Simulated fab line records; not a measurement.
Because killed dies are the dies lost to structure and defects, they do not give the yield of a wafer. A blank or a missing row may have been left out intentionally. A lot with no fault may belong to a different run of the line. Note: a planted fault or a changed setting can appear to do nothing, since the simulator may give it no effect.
Matching of chambers ; flow n5Finfet ; N5_FIN_SAQP_ETCH_52 on rieDiel-06: 4 sister chambers
The step etches SOC in N2/H2, target depth 100 nm, overetch 20 nm, time 150 s. 4 wafers are shown with their chamber, then 12 later ones without.

WAFERS WITH THEIR CHAMBER
wafer;chamber;drypumpMotorCurrentA (A)
L086.1;0;5.8
L086.2;3;5.4
L087.5;1;5.8
L087.6;2;6.9

WAFERS WITH NO CHAMBER GIVEN
wafer;drypumpMotorCurrentA (A)
L092.1;5.8
L092.2;5.8
L092.3;6.9
L092.4;5.4
L092.5;5.8
L092.6;5.8
L096.1;5.8
L096.2;5.8
L096.3;6.9
L096.4;5.4
L096.5;5.7
L096.6;6.9

CHAMBER TAKEN BY EACH
wafer;from the rows above;in truth
L092.1;can't be placed: 0 or 1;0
L092.2;can't be placed: 0 or 1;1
L092.3;2;2
L092.4;3;3
L092.5;can't be placed: 0 or 1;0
L092.6;can't be placed: 0 or 1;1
L096.1;can't be placed: 0 or 1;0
L096.2;can't be placed: 0 or 1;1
L096.3;2;2
L096.4;3;3
L096.5;can't be placed: 0 or 1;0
L096.6;2;2
Correctly placed: 5 of 12. These rows do not allow placing 7 (true chamber among the candidates in 7). Placed wrongly: 0.
How it was worked out, from the rows above alone: a wafer's distance from a chamber is the root of the sum, over the readings, of the square of ((its reading less the chamber's mean) divided by the reading's scatter). If the next closest chamber is less than 2 further off than the closest, the wafer can't be placed; otherwise it belongs to the closest. For every chamber, the mean is computed from those of its wafers that are shown. The scatter: with one shown wafer a chamber, the root of the mean of the squares of how far each hidden wafer lies from its nearest shown one.
